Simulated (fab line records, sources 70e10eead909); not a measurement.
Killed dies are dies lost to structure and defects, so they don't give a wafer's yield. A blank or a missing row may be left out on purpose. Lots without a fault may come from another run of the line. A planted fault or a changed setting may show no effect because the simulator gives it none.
Chamber matching | flow nand_harc | NHARC_A_SGD_CUT_CMP_21 on cmp-03: 4 sister chambers
The step polishes, target thk 148.19 nm. 22 wafers are shown with their chamber, then 11 later ones without.

WAFERS WITH THEIR CHAMBER
wafer  | chamber | motor_current_A (A) | time_to_endpoint_s (s)
L077.2 | 1       | 11.8                | 52
L077.3 | 0       | 13.1                | 50
L077.5 | 0       | 14.4                | 47
L074.2 | 3       | 12.3                | 52
L074.4 | 0       | 13.9                | 47
L074.6 | 0       | 14.4                | 49
L080.1 | 0       | 14.2                | 48
L080.3 | 2       | 13.7                | 55
L080.4 | 1       | 11.8                | 53
L080.2 | 3       | 13.3                | 52
L080.5 | 2       | 14.7                | 57
L080.6 | 1       | 11.4                | 53
L083.1 | 2       | 13.7                | 55
L083.2 | 0       | 14.7                | 45
L083.3 | 3       | 12.3                | 49
L085.2 | 0       | 14.6                | 47
L085.3 | 2       | 13.5                | 54
L085.4 | 3       | 12.5                | 55
L086.1 | 1       | 12.4                | 49
L086.3 | 0       | 14.6                | 44
L086.4 | 2       | 13.5                | 52
L089.1 | 2       | 14.2                | 54

SIGNATURES (means of the wafers above)
reading            | chamber 0 | chamber 1 | chamber 2 | chamber 3 | scatter within a chamber
motor_current_A    | 14.238    | 11.850    | 13.883    | 12.600    | 0.486
time_to_endpoint_s | 47.12     | 51.75     | 54.50     | 52.00     | 1.96
Rule: a wafer's distance from a chamber is the root of the sum, over the readings, of the square of ((its reading less the chamber's mean) divided by the reading's scatter). The wafer belongs to the nearest chamber; if the next one is less than 2 further off, it can't be placed. The scatter: the root of (the sum of the squares of (reading less its chamber's mean) over the shown wafers, divided by (wafers less chambers)).

WAFERS WITHOUT THEIR CHAMBER
wafer  | motor_current_A (A) | time_to_endpoint_s (s)
L089.2 | 11.1                | 50
L089.6 | 13.9                | 47
L094.3 | 12.8                | 54
L094.4 | 11.9                | 52
L094.5 | 11.1                | 52
L092.2 | 12.3                | 50
L092.3 | 11.9                | 50
L092.6 | 11.9                | 49
L096.3 | 12.1                | 44
L096.5 | 12.0                | 44
L096.6 | 14.1                | 40

WHICH CHAMBER EACH WENT THROUGH
wafer  | from the rows above          | in truth
L089.2 | can't be placed: 1 or 3      | 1
L089.6 | 0                            | 0
L094.3 | can't be placed: 3 or 2 or 1 | 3
L094.4 | can't be placed: 1 or 3      | 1
L094.5 | can't be placed: 1 or 3      | 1
L092.2 | can't be placed: 3 or 1      | 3
L092.3 | can't be placed: 1 or 3      | 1
L092.6 | can't be placed: 1 or 3      | 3
L096.3 | can't be placed: 1 or 3 or 0 | 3
L096.5 | can't be placed: 1 or 3 or 0 | 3
L096.6 | 0                            | 0
Placed correctly: 2 of 11. Can't be placed from these rows: 9 (the true chamber is among the candidates in 9). Placed wrongly: 0.
